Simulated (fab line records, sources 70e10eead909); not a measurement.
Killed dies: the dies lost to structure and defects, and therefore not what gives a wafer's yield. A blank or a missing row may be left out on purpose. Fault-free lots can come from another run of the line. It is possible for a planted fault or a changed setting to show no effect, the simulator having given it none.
A struck lot beside a sound one + flow nandHarc + 14 out of 1302 route steps
Sound: the wafers L866.2, L866.3, L866.4. Struck: wafers L860.3, L860.6. The cause is named last.
Each step with rows lists, per side, the tool, then ch with its chambers, then its first start. Under that, the readings that differ: sound wafers + struck wafers + difference of the means + sigmas: that difference in standard deviations of wafers without a fault.
alike: readings with means less than 2 such deviations apart, plus words and numbers identical on both sides. not compared: withheld readings, readings lacking a value on some wafer, bounds such as >300 that could conceal the same value, and numbers that have no deviation in the record and whose values overlap.
A row with sigmas, a row that says differs or no value, or rows on one side alone: a step with any of these is where the two part. Numbers that have no deviation but don't overlap get no sigmas and don't part them. A reading that every wafer of one side lacks parts them only if that side has two wafers or more.

first, 1 step without rows for these wafers: NHARC_A_ONON_D1_DEP_12 (target thk 1000 nm).
NHARC_A_ONON_D1_THK_MEAS_14: measures by ellipsometry.
  struck on filmMetro-01, day 10 23:03; sound on filmMetro-01, day 13 18:58
  alike: thkNm
then, 2 steps without rows for these wafers: NHARC_A_ONON_D1_ANNEAL_15 (time 3600 s); NHARC_A_ONON_D1_DEP_16 (target thk 1000 nm).
NHARC_A_ONON_D1_THK_MEAS_18: measures by ellipsometry.
  struck on filmMetro-02, day 11 07:44; sound on filmMetro-01, day 14 04:59
  alike: thkNm
next comes 1 step that has no rows for these wafers: NHARC_A_ONON_D1_DEP_19 (target thickness 1000 nm).
NHARC_A_ONON_D1_THK_MEAS_21: measures by ellipsometry.
  struck on filmMetro-01, day 11 08:18; sound on filmMetro-02, day 14 05:33
| reading    | sound          | struck  | difference | sigmas |
|------------|----------------|---------|------------|--------|
| thkNm (nm) | 1010 1010 1011 | 987 988 | -23        | -3     |
next comes 1 step that has no rows for these wafers: NHARC_A_ONON_D1_DEP_22 (target thickness 1000 nm).
NHARC_A_ONON_D1_THK_MEAS_24: measures by ellipsometry.
  struck on filmMetro-02, day 11 08:52; sound on filmMetro-02, day 14 06:07
  alike: thkNm
next comes 1 step that has no rows for these wafers: NHARC_A_ONON_D1_DEP_25 (target thickness 1000 nm).
NHARC_A_ONON_D1_THK_MEAS_27: measures by ellipsometry.
  struck on filmMetro-01, day 11 09:26; sound on filmMetro-01, day 14 06:41
  alike: thkNm
NHARC_A_ONON_D1_DEP_28: target thk 1000 nm.
  sound on pecvdOnon-03 ch 0, day 14 06:48; struck on pecvdOnon-01 ch 0, day 11 09:36
NHARC_A_ONON_D1_THK_MEAS_30: measures by ellipsometry.
  struck on filmMetro-02, day 11 10:00; sound on filmMetro-01, day 14 07:15
| reading    | sound          | struck  | difference | sigmas |
|------------|----------------|---------|------------|--------|
| thkNm (nm) | 1001 1002 1000 | 724 722 | -278       | -29    |
NHARC_A_ONON_D1_DEP_33: deposits SiO2, target thk 200 nm.
  sound on pecvd-03 ch 0,1, day 14 07:19; struck on pecvd-04 ch 0,2, day 11 10:06
  alike: heaterPowerOuterW, heaterPowerW, throttleValvePct

== WHERE THEY PART ==
At NHARC_A_ONON_D1_THK_MEAS_21 first; at NHARC_A_ONON_D1_THK_MEAS_30 last (within this record only). Later steps at which nothing parts them and some readings are alike: NHARC_A_ONON_D1_DEP_33.

WHY: the cause the simulator had injected
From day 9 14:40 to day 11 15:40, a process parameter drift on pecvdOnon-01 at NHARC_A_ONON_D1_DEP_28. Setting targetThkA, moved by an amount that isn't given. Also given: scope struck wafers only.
